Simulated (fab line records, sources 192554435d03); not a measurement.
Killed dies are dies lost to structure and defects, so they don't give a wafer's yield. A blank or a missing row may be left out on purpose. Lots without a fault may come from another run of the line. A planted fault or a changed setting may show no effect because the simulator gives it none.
Split-lot experiment | flow n5_finfet | 7 lots, 21 wafers read, on a route of 1938 steps

THE SPLIT
At N5_DUMMY_GATE_COAT_28 (time 60 s, resist thk 10 nm), the setting spin_rpm was moved away from the recipe's 1500 rpm on 7 of the 21 wafers read, by -8.3% to +9.6%. The other wafers ran this setting at the recipe's value.

The reading is taken at the split's own step.

THE READING
underlayer_of_DUMMY_GATE_COAT_28.thk_nm (the simulator's own value, which no gauge read), in nm, at N5_DUMMY_GATE_COAT_28 (time 60 s, resist thk 10 nm). The file gives no usual value for it.

wafer  | tool, chamber at the split | spin_rpm as run, rpm | against the recipe | underlayer_of_DUMMY_GATE_COAT_28.thk_nm, nm | against lot-mates on the recipe
L074.1 | litho_track-02, 0          | 1644                 | +9.6%              | 9.6                                         | -0.4
L074.2 | litho_track-02, 0          | 1644                 | +9.6%              | 9.6                                         | -0.4
L074.5 | litho_track-02, 0          | 1500                 | recipe             | 10                                          | -
L078.1 | litho_track-02, 0          | 1404                 | -6.4%              | 10.4                                        | +0.4
L078.4 | litho_track-02, 0          | 1404                 | -6.4%              | 10.4                                        | +0.4
L078.3 | litho_track-02, 0          | 1500                 | recipe             | 10                                          | -
L079.1 | litho_track-02, 0          | 1500                 | recipe             | 10                                          | -
L079.2 | litho_track-02, 0          | 1500                 | recipe             | 10                                          | -
L079.6 | litho_track-02, 0          | 1500                 | recipe             | 10                                          | -
L080.4 | litho_track-03, 0          | 1431                 | -4.6%              | 10.2                                        | +0.2
L080.5 | litho_track-03, 0          | 1500                 | recipe             | 10                                          | -
L080.6 | litho_track-03, 0          | 1500                 | recipe             | 10                                          | -
L084.2 | litho_track-03, 0          | 1500                 | recipe             | 10                                          | -
L084.3 | litho_track-03, 0          | 1500                 | recipe             | 10                                          | -
L084.4 | litho_track-03, 0          | 1500                 | recipe             | 10                                          | -
L089.2 | litho_track-02, 0          | 1375                 | -8.3%              | 10.4                                        | +0.4
L089.3 | litho_track-02, 0          | 1375                 | -8.3%              | 10.4                                        | +0.4
L089.4 | litho_track-02, 0          | 1500                 | recipe             | 10                                          | -
L091.1 | litho_track-02, 0          | 1500                 | recipe             | 10                                          | -
L091.2 | litho_track-02, 0          | 1500                 | recipe             | 10                                          | -
L091.6 | litho_track-02, 0          | 1500                 | recipe             | 10                                          | -

THE FIT
A straight line over all 21 wafers: underlayer_of_DUMMY_GATE_COAT_28.thk_nm changes by -0.0473 nm for each +1% of spin_rpm; r = -0.99; the points scatter about the line by 0.033 nm.
The same after taking each lot's own level away (the mean of its wafers on the recipe; 21 wafers): -0.0473 nm for each +1%; r = -0.99; scatter 0.033 nm.
On that fit, the largest move of spin_rpm shifts the reading by 0.45 nm.
The lots' own levels span 10.00 to 10.00 nm.
So the lot-to-lot level changes the slope little: the two slopes agree.
Check: with one of the wafers moved furthest among these (+9.6%) left out of the fit, the line predicts -0.458 nm for it against its lot-mates. It came out at -0.4 nm against them.

OTHER SPLITS ON THESE WAFERS
These wafers also went through other splits before the reading. Each is held against what the fit with the lots' levels taken away leaves over:
other split on the same wafers                    | wafers away from the commonest value | r with underlayer_of_DUMMY_GATE_COAT_28.thk_nm (lot level and that fit taken away)
N5_ZERO_LAYER_COAT_05 spin_rpm                    | 6                                    | -0.17
N5_ZERO_LAYER_DEVELOP_10 develop_time_s           | 4                                    | +0.25
N5_PMOS_HMC_CHANNEL_EPI_COAT_03 spin_rpm          | 8                                    | +0.12
N5_PMOS_HMC_CHANNEL_EPI_DEVELOP_08 develop_time_s | 4                                    | -0.29

THE FILE'S OWN FIT
underlayer_of_DUMMY_GATE_COAT_28.thk_nm changes by -0.0476 nm for each +1% of spin_rpm, r = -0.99.
